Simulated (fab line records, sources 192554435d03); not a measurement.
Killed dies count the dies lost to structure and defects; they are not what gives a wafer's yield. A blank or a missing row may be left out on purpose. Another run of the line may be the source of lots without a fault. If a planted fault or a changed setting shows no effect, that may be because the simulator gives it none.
Split-lot trial :: flow n5_finfet :: route with 1938 steps; 7 lots, 21 wafers read

## SPLIT DETAILS
At N5_BEOL_M5_ILD_DEP_00 (deposits SiCOH lowk from DEMS/porogen, target thk 140.64 nm, time 25.9 s), the setting time_s was moved away from the recipe's 25.9 s on 7 of the 21 wafers read, by -13.4% to +12.4%. This setting was run at the recipe's value on the other wafers.

## SPLIT TO READING: what lies between them in the file, 1 step
- N5_BEOL_M5_CURE_79: cures SiCOH lowk, time 240 s

## THE READING
M5_ILD_THK, in nm, at N5_BEOL_M5_THK_MEAS_01. Typical for fault-free wafers on this fab line: 121.6 nm, with standard deviation 1.6 nm.

wafer: L076.1
tool, chamber at the split: pecvd-01, 0
time_s as run, s: 25.9
against the recipe: recipe
M5_ILD_THK, nm: 120.4
against lot-mates on the recipe: -

wafer: L076.3
tool, chamber at the split: pecvd-01, 2
time_s as run, s: 27.11
against the recipe: +4.7%
M5_ILD_THK, nm: 123.5
against lot-mates on the recipe: +3.1

wafer: L076.5
tool, chamber at the split: pecvd-01, 2
time_s as run, s: 27.11
against the recipe: +4.7%
M5_ILD_THK, nm: 125.0
against lot-mates on the recipe: +4.6

wafer: L088.2
tool, chamber at the split: pecvd-03, 2
time_s as run, s: 22.42
against the recipe: -13.4%
M5_ILD_THK, nm: 103.1
against lot-mates on the recipe: -15.4

wafer: L088.3
tool, chamber at the split: pecvd-03, 0
time_s as run, s: 25.9
against the recipe: recipe
M5_ILD_THK, nm: 116.6
against lot-mates on the recipe: -

wafer: L088.4
tool, chamber at the split: pecvd-03, 0
time_s as run, s: 25.9
against the recipe: recipe
M5_ILD_THK, nm: 120.4
against lot-mates on the recipe: -

wafer: L089.2
tool, chamber at the split: pecvd-01, 2
time_s as run, s: 25.9
against the recipe: recipe
M5_ILD_THK, nm: 122.8
against lot-mates on the recipe: -

wafer: L089.3
tool, chamber at the split: pecvd-01, 1
time_s as run, s: 25.9
against the recipe: recipe
M5_ILD_THK, nm: 120.9
against lot-mates on the recipe: -

wafer: L089.4
tool, chamber at the split: pecvd-01, 1
time_s as run, s: 29.12
against the recipe: +12.4%
M5_ILD_THK, nm: 138.7
against lot-mates on the recipe: +16.8

wafer: L091.1
tool, chamber at the split: pecvd-01, 1
time_s as run, s: 25.9
against the recipe: recipe
M5_ILD_THK, nm: 120.6
against lot-mates on the recipe: -

wafer: L091.4
tool, chamber at the split: pecvd-01, 1
time_s as run, s: 25.9
against the recipe: recipe
M5_ILD_THK, nm: 121.4
against lot-mates on the recipe: -

wafer: L091.6
tool, chamber at the split: pecvd-01, 2
time_s as run, s: 25.9
against the recipe: recipe
M5_ILD_THK, nm: 123.1
against lot-mates on the recipe: -

wafer: L092.1
tool, chamber at the split: pecvd-04, 0
time_s as run, s: 25.9
against the recipe: recipe
M5_ILD_THK, nm: 118.8
against lot-mates on the recipe: -

wafer: L092.3
tool, chamber at the split: pecvd-04, 2
time_s as run, s: 25.9
against the recipe: recipe
M5_ILD_THK, nm: 119.9
against lot-mates on the recipe: -

wafer: L092.6
tool, chamber at the split: pecvd-04, 0
time_s as run, s: 23.62
against the recipe: -8.8%
M5_ILD_THK, nm: 108.3
against lot-mates on the recipe: -11.0

wafer: L095.1
tool, chamber at the split: pecvd-03, 0
time_s as run, s: 25.9
against the recipe: recipe
M5_ILD_THK, nm: 120.0
against lot-mates on the recipe: -

wafer: L095.4
tool, chamber at the split: pecvd-03, 1
time_s as run, s: 25.9
against the recipe: recipe
M5_ILD_THK, nm: 122.7
against lot-mates on the recipe: -

wafer: L095.6
tool, chamber at the split: pecvd-03, 2
time_s as run, s: 26.88
against the recipe: +3.8%
M5_ILD_THK, nm: 126.7
against lot-mates on the recipe: +5.4

wafer: L096.1
tool, chamber at the split: pecvd-01, 1
time_s as run, s: 28.48
against the recipe: +10.0%
M5_ILD_THK, nm: 132.1
against lot-mates on the recipe: +11.5

wafer: L096.3
tool, chamber at the split: pecvd-01, 2
time_s as run, s: 25.9
against the recipe: recipe
M5_ILD_THK, nm: 119.8
against lot-mates on the recipe: -

wafer: L096.4
tool, chamber at the split: pecvd-01, 0
time_s as run, s: 25.9
against the recipe: recipe
M5_ILD_THK, nm: 121.4
against lot-mates on the recipe: -

THE FIT
A straight line over all 21 wafers: M5_ILD_THK changes by +1.3 nm for each +1% of time_s; r = +0.97; the points scatter about the line by 1.7 nm.
The same after taking each lot's own level away (the mean of its wafers on the recipe; 21 wafers): +1.2 nm for each +1%; r = +0.98; scatter 1.3 nm.
That fit puts the effect of the largest move of time_s on the reading at 16 nm.
From 118.50 to 121.85 nm: that is the span of the lots' own levels, equal to 2.1 times the standard deviation above.
The two slopes are in agreement: the lot-to-lot level therefore moves the slope only a little.
Check: -16.7 nm against its lot-mates is what the line predicts for one of the wafers moved furthest among these (-13.4%) when that wafer is left out of the fit. Against them it came out at -15.4 nm.

## OTHER SPLITS ON THESE WAFERS
Before the reading, these wafers also passed through other splits. Each is held against what the fit with the lots' levels taken away leaves over:
other split on the same wafers: N5_BEOL_M2_TRENCH_ETCH_37 bias_w
wafers away from the commonest value: 6
r with M5_ILD_THK (lot level and that fit taken away): +0.21

other split on the same wafers: N5_BEOL_M3_COAT_67 spin_rpm
wafers away from the commonest value: 6
r with M5_ILD_THK (lot level and that fit taken away): -0.03

other split on the same wafers: N5_BEOL_M3_COAT_22 spin_rpm
wafers away from the commonest value: 4
r with M5_ILD_THK (lot level and that fit taken away): +0.30

## THE WHOLE CHAIN: every reading that the file lists as answering this split, in the file's order
step: N5_BEOL_M5_ILD_DEP_00
what it does: deposits SiCOH lowk from DEMS/porogen, target thk 140.64 nm, time 25.9 s
reading: SiCOH_lowk_of_BEOL_M5_ILD_DEP_00.thk_nm (the simulator's own value, which no gauge read)
change (the file's fit): +1.4 nm for each +1% of the setting
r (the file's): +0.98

step: N5_BEOL_M5_CURE_79
what it does: cures SiCOH lowk, time 240 s
reading: SiCOH_lowk_of_BEOL_M5_ILD_DEP_00.thk_nm (the simulator's own value, which no gauge read)
change (the file's fit): +1.22 nm for each +1% of the setting
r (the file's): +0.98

step: N5_BEOL_M5_THK_MEAS_01
what it does: 
reading: M5_ILD_THK
change (the file's fit): +1.22 for each +1% of the setting
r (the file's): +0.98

## FILE'S OWN FIT
M5_ILD_THK changes by +1.22 nm for each +1% of time_s, r = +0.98.
